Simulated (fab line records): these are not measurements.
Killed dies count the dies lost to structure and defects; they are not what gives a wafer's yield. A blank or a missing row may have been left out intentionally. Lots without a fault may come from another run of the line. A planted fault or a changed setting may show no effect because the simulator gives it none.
Matching of chambers | flow n5 finfet | pecvd-04 running N5_BEOL_M1_PECVD_72: 3 sister chambers
The step deposits SiO2 from TEOS/O2, target thk 16 nm, time 18 s. 6 wafers are shown with their chamber, then 8 later ones without.

## EACH WAFER AND ITS CHAMBER
wafer  | chamber | showerhead vpp V (V) | showerhead plenum p Torr (Torr)
L082.1 | 2       | 1217                 | 8.73
L082.6 | 1       | 1403                 | 8.71
L085.1 | 1       | 1395                 | 8.70
L085.3 | 0       | 1330                 | 8.78
L085.4 | 2       | 1239                 | 8.72
L090.1 | 0       | 1326                 | 8.79

## WAFERS WITHOUT THEIR CHAMBER
wafer  | showerhead vpp V (V) | showerhead plenum p Torr (Torr)
L090.2 | 1446                 | 8.70
L090.3 | 1235                 | 8.72
L094.1 | 1327                 | 8.79
L094.2 | 1236                 | 8.73
L094.5 | 1314                 | 8.77
L093.3 | 1326                 | 8.82
L093.4 | 1228                 | 8.72
L093.5 | 1331                 | 8.81

## THE CHAMBER EACH PASSED THROUGH
wafer  | from the rows above | in truth
L090.2 | 1                   | 1
L090.3 | 2                   | 2
L094.1 | 0                   | 0
L094.2 | 2                   | 2
L094.5 | 0                   | 0
L093.3 | 0                   | 0
L093.4 | 2                   | 2
L093.5 | 0                   | 0
Correctly placed: 8 of 8. Number that these rows cannot place: 0. 0 placed wrongly.
How it was worked out, from the rows above alone: a wafer's distance from a chamber is the root of the sum, over the readings, of the square of ((its reading less the chamber's mean) divided by the reading's scatter). The wafer belongs to the nearest chamber; if the next one is less than 2 further off, it can't be placed. A chamber's mean is the mean of its shown wafers. The scatter is the square root of a quotient: the sum, over the shown wafers, of each reading's squared deviation from its chamber's mean, divided by wafers minus chambers.
